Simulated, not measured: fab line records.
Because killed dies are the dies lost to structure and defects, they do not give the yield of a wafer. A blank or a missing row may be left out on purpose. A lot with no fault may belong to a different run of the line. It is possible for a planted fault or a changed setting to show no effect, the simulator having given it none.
fab line records	flow n5-finfet
[record] lots = 7	wafers = 21
route steps=1938 shown BEOL_M5@1160 BEOL_M6@1194 BEOL_M7@1293
start-h: start of the lot's first displayed wafer, in hours after the record's first day	wait-h: time in hours since the lot's previous step	" as in the row above	L1.1+2: one row covering several wafers at once	- value missing, or start not given	* or withheld: withheld	< > ~ a bound
route shown NAME@n: NAME is a module with steps in the file, n the number in the route of the first one	usual: mean/standard deviation taken from wafers without a fault	same: alike in all rows	chamber/n: place in a boat	sites: the reading at each site	_std_site: standard deviation of those values	_edge_site: outer sites' mean less inner sites'	radius-mm: for every site, how far away it sits from the centre of the wafer	mask NAME#n: copy n	behind: tool/chamber where the wafer was last shaped	hold: why the lot was held/for how many hours/how that ended	device: names the non-switching transistor (n, p or np)	end of line: tests of these same wafers at the route's end	where a step has no rows: the recipe by itself	killed: count of dies lost to structure and defects at first sort (not the wafer's yield)	map: a wafer's dies, x killed, . not, _ none there
set.NAME: the run value of the setting; set.NAME@STEP: its run value at that earlier step	model.NAME: the simulator's own value behind a step, which no gauge read
lots run with intentionally changed settings; tables by step, rows by wafer
[[steps]]
[step N5_BEOL_M5_TRENCH_ETCH_37]
[recipe] chemistry = C4F6/O2	target-depth-a = 716.52	target = SiCOH_lowk	time-s = 24.7	ion-energy-ev = 250	pressure-mtorr = 30	source-w = 345	bias-w = 185	Ar_flow_sccm = 300	C4F6_flow_sccm = 10	O2_flow_sccm = 10
lot.wafer	tool	chamber	start-h	wait-h	set.time-s	model.etch.depth-nm	model.BEOL_M5.feature-depth-nm
L077.2	rie-diel-06	0	-	-	29.88	83.53	83.6
L077.3	"	1	"	"	29.88	86.85	86.8
L077.5	"	2	"	"	24.7	69.48	69.4
L079.2	rie-diel-02	2	-	-	21.9	63.86	63.8
L079.4	"	1	"	"	24.7	69.76	69.8
L079.6	"	0	"	"	24.7	73.41	73.4
L081.4	rie-diel-02	1	-	-	24.7	70.43	70.4
L081.5	"	1	"	"	24.7	70.18	70.2
L081.6	"	2	"	"	27.87	80.43	80.4
L083.2	rie-diel-05	3	-	-	24.7	70.67	70.6
L083.3	"	0	"	"	24.7	71.27	71.2
L083.5	"	1	"	"	24.7	71.82	71.8
L084.1	rie-diel-02	1	-	-	24.7	70.55	70.6
L084.4	"	0	"	"	24.7	72.88	72.8
L084.6	"	3	"	"	22.98	66.39	66.4
L090.3	rie-diel-05	0	-	-	24.7	73.38	73.4
L090.4	"	1	"	"	26.56	76.29	76.2
L090.5	"	2	"	"	26.56	76.88	76.8
L092.1	rie-diel-02	2	-	-	24.7	72.03	72
L092.2	"	3	"	"	19.19	55.61	55.6
L092.4	"	1	"	"	24.7	71.08	71
[step N5_BEOL_M5_ETCH_41]
[recipe] chemistry = CH3F/O2	target = SiCN	target-depth-a = 315	taper-deg = 2	time-s = 56.7	ion-energy-ev = 120	mask-material = TiN	pressure-mtorr = 30	source-w = 395	bias-w = 75	Ar_flow_sccm = 150	CH3F_flow_sccm = 30	O2_flow_sccm = 20
[step N5_BEOL_M5_STRIP_91]
[recipe] chemistry = N2/H2	time-s = 10	power-w = 450	temp-c = 40	pressure-mtorr = 20	rf-frequency-hz = 6e+07	bias-power-w = 7	n2-flow-sccm = 200	h2-flow-sccm = 200
[step N5_BEOL_M5_OCD_MEAS_38]
[usual] trench-depth-nm = 71.6/1.2
lot.wafer	tool	chamber	start-h	wait-h	set.time-s@BEOL_M5_TRENCH_ETCH_37	trench-depth-nm
L077.2	ocd-02	-	197.62	-	29.88	83.8
L077.3	"	-	"	"	29.88	86.6
L077.5	"	-	"	"	24.7	69.5
L079.2	ocd-02	-	208.07	-	21.9	63.1
L079.4	"	-	"	"	24.7	69.9
L079.6	"	-	"	"	24.7	73.4
L081.4	ocd-02	-	229.64	-	24.7	69.9
L081.5	"	-	"	"	24.7	70.0
L081.6	"	-	"	"	27.87	80.1
L083.2	ocd-01	-	232.34	-	24.7	70.9
L083.3	"	-	"	"	24.7	71.1
L083.5	"	-	"	"	24.7	71.9
L084.1	ocd-02	-	239.31	-	24.7	70.3
L084.4	"	-	"	"	24.7	73.0
L084.6	"	-	"	"	22.98	66.4
L090.3	ocd-02	-	288.62	-	24.7	73.2
L090.4	"	-	"	"	26.56	75.8
L090.5	"	-	"	"	26.56	76.8
L092.1	ocd-01	-	294.83	-	24.7	71.9
L092.2	"	-	"	"	19.19	55.5
L092.4	"	-	"	"	24.7	71.3
[step N5_BEOL_M5_HM_STRIP_39]
[recipe] chemistry = peroxide-tin-strip	material = TiN	target-depth-a = 250	temp-c = 50	time-s = 158
[step N5_BEOL_M5_SRD_40]
[recipe] time-s = 30	temp-c = 23	rinse-liquid = diw	dry = ipa-marangoni
[step N5_BEOL_M5_ECD_50]
[recipe] material = Cu	target-thk-a = 3000
[step N5_BEOL_M5_ANNEAL_51]
[recipe] temp-c = 225	time-s = 90	ambient = N2
[step N5_BEOL_M5_CMP_52]
[recipe] stop-on = SiCOH_lowk	t-overpolish-s = 6.9	down-force-psi = 1	platen-rpm = 50	clearing-platen-down-force-psi = 1.5	clearing-platen-rpm = 50	post-cmp-clean = cu-alkaline	target-thk-nm = 62	clearing-platen-pad-velocity-m-s = 0.99484	pad-velocity-m-s = 0.99484
lot.wafer	tool	chamber	start-h	wait-h	set.time-s@BEOL_M5_TRENCH_ETCH_37	model.Cu_of_BEOL_M5_ECD_50.thk-nm
L077.2	cmp-02	3	205.67	0.3	29.88	73
L077.3	"	0	"	"	29.88	77.4
L077.5	"	2	"	"	24.7	60.8
L079.2	cmp-02	2	214.33	0.2	21.9	55.8
L079.4	"	3	"	"	24.7	59.4
L079.6	"	2	"	"	24.7	65.2
L081.4	cmp-02	3	236.29	0.2	24.7	60.8
L081.5	"	2	"	"	24.7	62.4
L081.6	"	3	"	"	27.87	70.8
L083.2	cmp-01	2	239.07	0.2	24.7	61.6
L083.3	"	3	"	"	24.7	62.8
L083.5	"	2	"	"	24.7	63.6
L084.1	cmp-02	3	252.54	0.3	24.7	60.8
L084.4	"	1	"	"	24.7	64
L084.6	"	2	"	"	22.98	57.2
L090.4	cmp-02	3	295.13	0.2	26.56	65
L090.3	"	0	"	"	24.7	62
L090.5	"	3	"	"	26.56	66.4
L092.4	cmp-01	1	301.03	0.1	24.7	61.8
L092.1	"	2	"	"	24.7	64.6
L092.2	"	3	"	"	19.19	47
[step N5_BEOL_M5_THK_MEAS_53]
[recipe] thk-meas-gauge = xrf	reads = Cu_of_BEOL_M5_ECD_50
[usual] M5_THK = 62.3/1.7
lot.wafer	tool	chamber	start-h	wait-h	set.time-s@BEOL_M5_TRENCH_ETCH_37	M5_THK[nm]
L077.2	film-metro-02	-	205.89	-	29.88	72.6
L077.3	"	-	"	"	29.88	76.9
L077.5	"	-	"	"	24.7	60.6
L079.2	film-metro-01	-	214.62	-	21.9	56.1
L079.4	"	-	"	"	24.7	60.0
L079.6	"	-	"	"	24.7	65.7
L081.4	film-metro-02	-	236.54	-	24.7	60.7
L081.5	"	-	"	"	24.7	62.5
L081.6	"	-	"	"	27.87	70.8
L083.2	film-metro-02	-	239.32	-	24.7	60.9
L083.3	"	-	"	"	24.7	62.3
L083.5	"	-	"	"	24.7	62.8
L084.1	film-metro-02	-	252.80	-	24.7	60.9
L084.4	"	-	"	"	24.7	64.2
L084.6	"	-	"	"	22.98	57.0
L090.3	film-metro-01	-	295.39	-	24.7	62.6
L090.4	"	-	"	"	26.56	65.8
L090.5	"	-	"	"	26.56	67.0
L092.1	film-metro-01	-	301.32	-	24.7	63.6
L092.2	"	-	"	"	19.19	46.6
L092.4	"	-	"	"	24.7	61.0
[step N5_BEOL_M5_PRE_CLEAN_77]
[recipe] gas = NH3/H2	time-s = 15	temp-c = *	rf-power-w = 300
[step N5_BEOL_M5_CO_CAP_78]
[recipe] material = Co	target-thk-a = 20	temp-c = 200	precursor = CCTBA/H2	pressure-torr = 30	time-s = 102.1
[step N5_BEOL_M5_PRE_CLEAN_55]
[recipe] gas = NH3	time-s = 15	temp-c = withheld	rf-power-w = 300
[step N5_BEOL_M5_DEP_56]
[recipe] material = SiCN	target-thk-a = 80	temp-c = withheld	precursor = 3MS/NH3	pressure-torr = 3	rf-w = 202	time-s = 14
[step N5_BEOL_M5_RS_MEAS_57]
[recipe] thk-meas-gauge = four-point-probe	reads = Co_of_BEOL_M5_CO_CAP_78+Cu_of_BEOL_M5_ECD_50+Co_of_BEOL_M5_CVD_47+TaN_of_BEOL_M5_ALD_86
[usual] M5_RS = 0.384/0.012
lot.wafer	tool	chamber	start-h	wait-h	set.time-s@BEOL_M5_TRENCH_ETCH_37	M5_RS[ohm/sq]
L077.2	film-metro-01	-	206.18	0.1	29.88	0.319
L077.3	"	-	"	"	29.88	0.296
L077.5	"	-	"	"	24.7	0.397
L079.2	film-metro-02	-	214.90	0.1	21.9	0.439
L079.4	"	-	"	"	24.7	0.407
L079.6	"	-	"	"	24.7	0.364
L081.4	film-metro-01	-	236.81	0.0	24.7	0.396
L081.5	"	-	"	"	24.7	0.382
L081.6	"	-	"	"	27.87	0.330
L083.2	film-metro-01	-	239.58	0.1	24.7	0.391
L083.3	"	-	"	"	24.7	0.381
L083.5	"	-	"	"	24.7	0.376
L084.1	film-metro-02	-	253.09	0.1	24.7	0.395
L084.4	"	-	"	"	24.7	0.371
L084.6	"	-	"	"	22.98	0.425
L090.3	film-metro-02	-	295.71	0.1	24.7	0.387
L090.4	"	-	"	"	26.56	0.365
L090.5	"	-	"	"	26.56	0.354
L092.1	film-metro-01	-	301.58	0.0	24.7	0.368
L092.2	"	-	"	"	19.19	0.544
L092.4	"	-	"	"	24.7	0.389
[step N5_BEOL_M6_ILD_DEP_00]
[recipe] material = SiCOH_lowk	target-thk-a = 1797.5	temp-c = 300	precursor = DEMS/porogen	pressure-torr = 5	rf-w = 500	time-s = 33.4
lot.wafer	tool	chamber	start-h	wait-h	set.time-s	model.SiCOH_lowk_of_BEOL_M6_ILD_DEP_00.thk-nm
L077.2	pecvd-04	0	206.24	0.0	30	162.6
L077.3	"	0	"	"	33.4	185.2
L077.5	"	0	"	"	33.4	184.8
L079.2	pecvd-01	0	214.96	0.0	33.4	177.2
L079.4	"	0	"	"	33.4	179.4
L079.6	"	2	"	"	33.4	175.8
L081.4	pecvd-01	1	236.89	0.1	33.4	183
L081.5	"	0	"	"	33.4	179.4
L081.6	"	2	"	"	33.4	176
L083.2	pecvd-02	0	239.65	0.0	33.4	177.2
L083.3	"	2	"	"	33.4	174.2
L083.5	"	2	"	"	33.4	178.4
L084.1+6	pecvd-01	1,0	253.15	0.0	33.4	176.8
L084.4	"	1	"	"	35.33	192.2
L090.3	pecvd-01	2	295.77	0.0	33.4	172.2
L090.4	"	2	"	"	33.4	174.8
L090.5	"	0	"	"	31.39	168.2
L092.1	pecvd-01	0	301.65	0.0	33.4	177.6
L092.2	"	1	"	"	34.73	187
L092.4	"	1	"	"	34.73	188.6
[step N5_BEOL_M6_CURE_74]
[recipe] temp-c = 385	time-s = 240	ambient = He/Ar	material = SiCOH_lowk
lot.wafer	tool	chamber	start-h	wait-h	set.time-s@BEOL_M6_ILD_DEP_00	model.SiCOH_lowk_of_BEOL_M6_ILD_DEP_00.thk-nm
L077.2	uv-cure-02	2	206.41	0.1	30	140
L077.3	"	2	"	"	33.4	159.8
L077.5	"	2	"	"	33.4	159.4
L079.2	uv-cure-02	2	215.10	0.1	33.4	152.8
L079.4	"	2	"	"	33.4	154.8
L079.6	"	2	"	"	33.4	151.6
L081.4	uv-cure-01	1	237.17	0.3	33.4	158
L081.5	"	1	"	"	33.4	154.6
L081.6	"	1	"	"	33.4	151.8
L083.2	uv-cure-03	1	239.79	0.1	33.4	152.8
L083.3	"	1	"	"	33.4	150.2
L083.5	"	1	"	"	33.4	153.8
L084.1+6	uv-cure-01	2	253.22	0.0	33.4	152.4
L084.4	"	2	"	"	35.33	165.8
L090.3	uv-cure-03	0	295.99	0.2	33.4	148.4
L090.4	"	0	"	"	33.4	150.6
L090.5	"	0	"	"	31.39	145
L092.1	uv-cure-03	1	302.00	0.3	33.4	153.2
L092.2	"	1	"	"	34.73	161.2
L092.4	"	1	"	"	34.73	162.6
[step N5_BEOL_M6_THK_MEAS_01]
[recipe] reads = SiCOH_lowk_of_BEOL_M6_ILD_DEP_00
[usual] M6_ILD_THK = 154.6/2.9
lot.wafer	tool	chamber	start-h	wait-h	set.time-s@BEOL_M6_ILD_DEP_00	M6_ILD_THK[nm]
L077.2	film-metro-01	-	206.84	0.4	30	140.0
L077.3	"	-	"	"	33.4	159.7
L077.5	"	-	"	"	33.4	159.2
L079.2	film-metro-02	-	215.54	0.4	33.4	152.6
L079.4	"	-	"	"	33.4	154.9
L079.6	"	-	"	"	33.4	151.7
L081.4	film-metro-01	-	237.44	0.2	33.4	157.9
L081.5	"	-	"	"	33.4	154.6
L081.6	"	-	"	"	33.4	151.7
L083.2	film-metro-01	-	240.22	0.4	33.4	152.7
L083.3	"	-	"	"	33.4	150.1
L083.5	"	-	"	"	33.4	153.8
L084.1	film-metro-01	-	253.73	0.4	33.4	152.5
L084.4	"	-	"	"	35.33	165.7
L084.6	"	-	"	"	33.4	152.5
L090.3	film-metro-02	-	296.35	0.3	33.4	148.4
L090.4	"	-	"	"	33.4	150.7
L090.5	"	-	"	"	31.39	145.0
L092.1	film-metro-02	-	302.51	0.4	33.4	153.2
L092.2	"	-	"	"	34.73	161.3
L092.4	"	-	"	"	34.73	162.7
[step N5_BEOL_M6_PECVD_70]
[recipe] material = SiO2	target-thk-a = 200	temp-c = 400	precursor = TEOS/O2	pressure-torr = 5.5	rf-w = 450	teos-flow-sccm = 53.8	gas = O2	flow-sccm = 3000	time-s = 22.7
lot.wafer	tool	chamber	start-h	wait-h	set.temp-c	model.SiO2_of_BEOL_M6_PECVD_70.thk-nm
L077.2	pecvd-04	1	206.88	0.0	408.6	18.6
L077.3	"	1	"	"	408.6	19
L077.5	"	0	"	"	400	20.2
L079.2	pecvd-02	2	215.57	0.0	394.4	20.4
L079.4	"	0	"	"	394.4	20.6
L079.6	"	1	"	"	394.4	21
L081.4	pecvd-01	0	237.50	0.1	400	19.8
L081.5	"	2	"	"	410	18.6
L081.6	"	1	"	"	400	20
L083.2+5	pecvd-02	2,0	240.26	0.0	400	20
L083.3	"	1	"	"	400	20.2
L084.1+6	pecvd-02	2	253.77	0.0	395.1	20.6
L084.4	"	1	"	"	400	20.2
L090.3+4	pecvd-01	1,2	296.38	0.0	414.9	17.8
L090.5	"	1	"	"	400	20.2
L092.1	pecvd-02	0	302.55	0.0	392.3	20.8
L092.2+4	"	1	"	"	400	20.4
[step N5_BEOL_M6_ETCH_66]
[recipe] chemistry = N2/H2	target = SOC	target-depth-a = 800	overetch-a = 160	mask-material = SiARC	temp-c = 40	time-s = 120	ion-energy-ev = 200	pressure-mtorr = 30	source-w = 840	bias-w = 150	n2-flow-sccm = 200	h2-flow-sccm = 200
[usual] rf-vpp-V = 524.2/2.7
lot.wafer	tool	chamber	start-h	wait-h	set.bias-w	rf-vpp-V	model.SiARC_of_BEOL_M6_COAT_64.thk-nm
L077.2	rie-diel-04	2	209.37	0.0	150	522.1	6
L077.3	"	1	"	"	174.2	574.1	5.2
L077.5	"	2	"	"	174.2	571.6	5
L079.2	rie-diel-01	0	219.48	0.0	163.2	550.0	6
L079.4	"	2	"	"	150	527.9	6.6
L079.6	"	3	"	"	150	525.7	6.4
L081.4	rie-diel-04	2	242.22	0.0	170.4	564.2	5.2
L081.5	"	0	"	"	150	526.9	6.2
L081.6	"	1	"	"	150	523.0	6.4
L083.2	rie-diel-03	2	244.62	0.0	150	522.3	6.6
L083.3	"	3	"	"	150	524.4	6.4
L083.5	"	0	"	"	150	528.2	6.2
L084.1	rie-diel-03	2	259.25	0.0	170.1	564.8	5.6
L084.4	"	1	"	"	150	520.8	6.2
L084.6	"	0	"	"	150	528.3	6.2
L090.3	rie-diel-01	2	300.56	0.0	150	529.7	6.6
L090.4	"	3	"	"	150	522.6	6.6
L090.5	"	0	"	"	150	522.3	6.6
L092.1	rie-diel-01	1	306.70	0.0	150	528.1	6.4
L092.2	"	2	"	"	150	526.7	6.4
L092.4	"	3	"	"	150	523.2	6.4
[step N5_BEOL_M6_STRIP_69]
[recipe] chemistry = N2/H2	temp-c = 40	n2-flow-sccm = 200	h2-flow-sccm = 200	rf-frequency-hz = 6e+07
[step N5_BEOL_M6_STRIP_73]
[recipe] chemistry = N2/H2	temp-c = 40	n2-flow-sccm = 200	h2-flow-sccm = 200	rf-frequency-hz = 6e+07
[step N5_BEOL_M6_STRIP_80]
[recipe] chemistry = N2/H2	time-s = 10	power-w = 450	temp-c = 40	pressure-mtorr = 20	rf-frequency-hz = 6e+07	bias-power-w = 7	n2-flow-sccm = 200	h2-flow-sccm = 200
[step N5_BEOL_M6_HM_STRIP_39]
[recipe] chemistry = peroxide-tin-strip	material = TiN	target-depth-a = 250	temp-c = 50	time-s = 158
lot.wafer	tool	chamber	start-h	wait-h	set.temp-c@BEOL_M6_PECVD_70	model.SiO2_of_BEOL_M6_PECVD_70.thk-nm
L077.2	wet-bench-01	1	209.75	0.0	408.6	18.6
L077.3	"	5	"	"	408.6	18.8
L077.5	"	7	"	"	400	20
L079.2	wet-bench-03	7	219.86	0.0	394.4	20.2
L079.4	"	6	"	"	394.4	20.4
L079.6	"	4	"	"	394.4	20.8
L081.4	wet-bench-03	0	242.60	0.0	400	19.6
L081.5	"	7	"	"	410	18.4
L081.6	"	4	"	"	400	19.8
L083.2+5	wet-bench-03	5,6	245.00	0.0	400	19.8
L083.3	"	7	"	"	400	20
L084.1+6	wet-bench-06	6,5	259.63	0.0	395.1	20.4
L084.4	"	4	"	"	400	20.2
L090.3+4	wet-bench-06	0,3	300.94	0.0	414.9	17.8
L090.5	"	2	"	"	400	20
L092.1	wet-bench-01	3	307.07	0.0	392.3	20.8
L092.2+4	"	6,7	"	"	400	20.2
[step N5_BEOL_M7_EXPOSE_25]
[recipe] mask-id = V6	na = 0.33	source-shape = annular	sigma-inner = 0.4	sigma-outer = 0.8	polarization = unpolarized	target-cd-nm = 40	dose-mj = 42.5
lot.wafer	tool	chamber	start-h	wait-h	mask	set.dose-mj
L077.2+3+5	euv-scanner-01	0	216.11	-	V6#0	42.5
L079.2+6	euv-scanner-02	0	226.67	-	V6#0	40.62
L079.4	"	0	"	"	V6#0	42.5
L081.4	euv-scanner-01	0	251.06	-	V6#0	42.5
L081.5+6	"	0	"	"	V6#0	41.22
L083.2+3+5	euv-scanner-01	0	253.38	-	V6#0	42.5
L084.1+4+6	euv-scanner-02	0	265.79	-	V6#0	42.5
L090.3+4	euv-scanner-02	0	306.72	-	V6#0	41.07
L090.5	"	0	"	"	V6#0	42.5
L092.1+2	euv-scanner-01	0	317.27	-	V6#0	44.41
L092.4	"	0	"	"	V6#0	42.5
[step N5_BEOL_M7_PEB_26]
[recipe] peb-temp-c = 100	peb-time-s = 60	resist = CAR-EUV
[step N5_BEOL_M7_DEVELOP_27]
[recipe] develop-time-s = 30	developer = TMAH	resist = CAR-EUV	rinse-liquid = surfactant-rinse	dry = air-spin	dev-temp-c = 23
[step N5_BEOL_M7_CD_MEAS_28]
[recipe] target-cd-nm = 40	landing-energy-ev = 500	detector = se-inlens
[usual] cd-nm = 39.93/0.22
lot.wafer	tool	chamber	start-h	wait-h	set.dose-mj@BEOL_M7_EXPOSE_25	cd-nm
L077.2	cd-sem-01	0	216.24	-	42.5	39.59
L077.3	"	0	"	"	42.5	39.90
L077.5	"	0	"	"	42.5	40.29
L079.2	cd-sem-03	0	226.80	-	40.62	39.22
L079.4	"	0	"	"	42.5	39.92
L079.6	"	0	"	"	40.62	38.89
L081.4	cd-sem-03	0	251.18	-	42.5	39.97
L081.5	"	0	"	"	41.22	39.48
L081.6	"	0	"	"	41.22	39.06
L083.2	cd-sem-01	0	253.50	-	42.5	40.22
L083.3	"	0	"	"	42.5	39.96
L083.5	"	0	"	"	42.5	40.01
L084.1	cd-sem-02	0	265.92	-	42.5	40.38
L084.4	"	0	"	"	42.5	40.36
L084.6	"	0	"	"	42.5	40.31
L090.3	cd-sem-01	0	306.85	-	41.07	39.21
L090.4	"	0	"	"	41.07	39.42
L090.5	"	0	"	"	42.5	39.69
L092.1	cd-sem-01	0	317.40	-	44.41	40.90
L092.2	"	0	"	"	44.41	40.88
L092.4	"	0	"	"	42.5	39.90
[step N5_BEOL_M7_DESCUM_33]
[recipe] chemistry = O2	time-s = 7	source-power-w = 50	bias-power-w = 20	pressure-mtorr = 20	rf-frequency-hz = 2.712e+07	temp-c = 40	resist = CAR-EUV	o2-flow-sccm = 225
lot.wafer	tool	chamber	start-h	wait-h	set.dose-mj@BEOL_M7_EXPOSE_25	model.BEOL_M7.cd-nm
L077.2	rie-diel-05	0	216.45	0.1	42.5	39.8
L077.3	"	3	"	"	42.5	39.6
L077.5	"	3	"	"	42.5	40
L079.2+6	rie-diel-02	3,1	227.01	0.1	40.62	39.2
L079.4	"	1	"	"	42.5	40.2
L081.4	rie-diel-05	2	251.32	0.0	42.5	40
L081.5+6	"	1,3	"	"	41.22	39.4
L083.2+3+5	rie-diel-06	3,2,0	253.63	0.0	42.5	40
L084.1+4+6	rie-diel-05	1,1,2	266.04	0.0	42.5	40
L090.3+4	rie-diel-02	3,0	306.97	0.0	41.07	39.2
L090.5	"	1	"	"	42.5	40
L092.1+2	rie-diel-02	1,3	317.53	0.0	44.41	40.8
L092.4	"	2	"	"	42.5	40
[step N5_BEOL_M7_ETCH_72]
[recipe] chemistry = N2/H2	target = underlayer	target-depth-a = 65	mask-material = CAR-EUV	time-s = 5.2	ion-energy-ev = 200	pressure-mtorr = 30	source-w = 840	bias-w = 150	n2-flow-sccm = 200	h2-flow-sccm = 200	ends = cleared
lot.wafer	tool	chamber	start-h	wait-h	set.dose-mj@BEOL_M7_EXPOSE_25	model.BEOL_M7.cd-nm
L077.2+3	rie-diel-05	0,3	216.48	0.0	42.5	39.6
L077.5	"	3	"	"	42.5	39.8
L079.2+6	rie-diel-02	3,1	227.04	0.0	40.62	39.2
L079.4	"	1	"	"	42.5	40.4
L081.4	rie-diel-05	2	251.34	0.0	42.5	40
L081.5+6	"	1,3	"	"	41.22	39.2
L083.2+3	rie-diel-06	3,2	253.66	0.0	42.5	40
L083.5	"	0	"	"	42.5	39.8
L084.1	rie-diel-05	1	266.08	0.0	42.5	40
L084.4	"	1	"	"	42.5	39.8
L084.6	"	2	"	"	42.5	40.2
L090.3+4	rie-diel-02	3,0	307.00	0.0	41.07	39.2
L090.5	"	1	"	"	42.5	40
L092.1	rie-diel-02	1	317.56	0.0	44.41	41
L092.2	"	3	"	"	44.41	40.8
L092.4	"	2	"	"	42.5	40
[step N5_BEOL_M7_ETCH_65]
[recipe] chemistry = CF4	target = SiARC	target-depth-a = 156	mask-material = CAR-EUV	time-s = 26	ion-energy-ev = 80	pressure-mtorr = 40	source-w = 545	bias-w = 36	Ar_flow_sccm = 100	cf4-flow-sccm = 100	ends = cleared
lot.wafer	tool	chamber	start-h	wait-h	set.dose-mj@BEOL_M7_EXPOSE_25	model.BEOL_M7.cd-nm
L077.2+3	rie-diel-05	0,3	216.50	0.0	42.5	39.8
L077.5	"	3	"	"	42.5	40
L079.2	rie-diel-02	3	227.06	0.0	40.62	39.2
L079.4	"	1	"	"	42.5	40.4
L079.6	"	1	"	"	40.62	39.4
L081.4	rie-diel-05	2	251.36	0.0	42.5	40
L081.5	"	1	"	"	41.22	39.2
L081.6	"	3	"	"	41.22	39.4
L083.2	rie-diel-06	3	253.68	0.0	42.5	40
L083.3+5	"	2,0	"	"	42.5	39.8
L084.1	rie-diel-05	1	266.10	0.0	42.5	40
L084.4	"	1	"	"	42.5	39.8
L084.6	"	2	"	"	42.5	40.2
L090.3	rie-diel-02	3	307.02	0.0	41.07	39.2
L090.4	"	0	"	"	41.07	39.4
L090.5	"	1	"	"	42.5	40.2
L092.1	rie-diel-02	1	317.58	0.0	44.41	41
L092.2	"	3	"	"	44.41	40.8
L092.4	"	2	"	"	42.5	40.2
[[key]]
[split] step = N5_BEOL_M5_TRENCH_ETCH_37	setting = time-s	stated = 24.7	by = wafer
[response] step = N5_BEOL_M5_TRENCH_ETCH_37	reading = model.etch.depth-nm	change = +0.722	per = 1%	r = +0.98
[response] step = N5_BEOL_M5_TRENCH_ETCH_37	reading = model.BEOL_M5.feature-depth-nm	change = +0.722	per = 1%	r = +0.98
[response] step = N5_BEOL_M5_OCD_MEAS_38	reading = trench-depth-nm	change = +0.73	per = 1%	r = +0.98
[response] step = N5_BEOL_M5_CMP_52	reading = model.Cu_of_BEOL_M5_ECD_50.thk-nm	change = +0.688	per = 1%	r = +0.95
[response] step = N5_BEOL_M5_THK_MEAS_53	reading = M5_THK	change = +0.679	per = 1%	r = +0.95
[response] step = N5_BEOL_M5_RS_MEAS_57	reading = M5_RS	change = -0.00556	per = 1%	r = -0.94
[split] step = N5_BEOL_M6_ILD_DEP_00	setting = time-s	stated = 33.4	by = wafer
[response] step = N5_BEOL_M6_ILD_DEP_00	reading = model.SiCOH_lowk_of_BEOL_M6_ILD_DEP_00.thk-nm	change = +2.06	per = 1%	r = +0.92
[response] step = N5_BEOL_M6_CURE_74	reading = model.SiCOH_lowk_of_BEOL_M6_ILD_DEP_00.thk-nm	change = +1.79	per = 1%	r = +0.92
[response] step = N5_BEOL_M6_THK_MEAS_01	reading = M6_ILD_THK	change = +1.78	per = 1%	r = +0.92
[split] step = N5_BEOL_M6_PECVD_70	setting = temp-c	stated = 400	by = wafer
[response] step = N5_BEOL_M6_PECVD_70	reading = model.SiO2_of_BEOL_M6_PECVD_70.thk-nm	change = -0.55	per = 1%	r = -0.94
[response] step = N5_BEOL_M6_HM_STRIP_39	reading = model.SiO2_of_BEOL_M6_PECVD_70.thk-nm	change = -0.522	per = 1%	r = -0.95
[split] step = N5_BEOL_M6_ETCH_66	setting = bias-w	stated = 150	by = wafer
[response] step = N5_BEOL_M6_ETCH_66	reading = rf-vpp-V	change = +2.98	per = 1%	r = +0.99
[response] step = N5_BEOL_M6_ETCH_66	reading = model.SiARC_of_BEOL_M6_COAT_64.thk-nm	change = -0.0597	per = 1%	r = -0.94
[split] step = N5_BEOL_M7_EXPOSE_25	setting = dose-mj	stated = 42.5	by = wafer
[response] step = N5_BEOL_M7_CD_MEAS_28	reading = cd-nm	change = +0.194	per = 1%	r = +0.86
[response] step = N5_BEOL_M7_DESCUM_33	reading = model.BEOL_M7.cd-nm	change = +0.208	per = 1%	r = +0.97
[response] step = N5_BEOL_M7_ETCH_72	reading = model.BEOL_M7.cd-nm	change = +0.24	per = 1%	r = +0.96
[response] step = N5_BEOL_M7_ETCH_65	reading = model.BEOL_M7.cd-nm	change = +0.219	per = 1%	r = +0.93
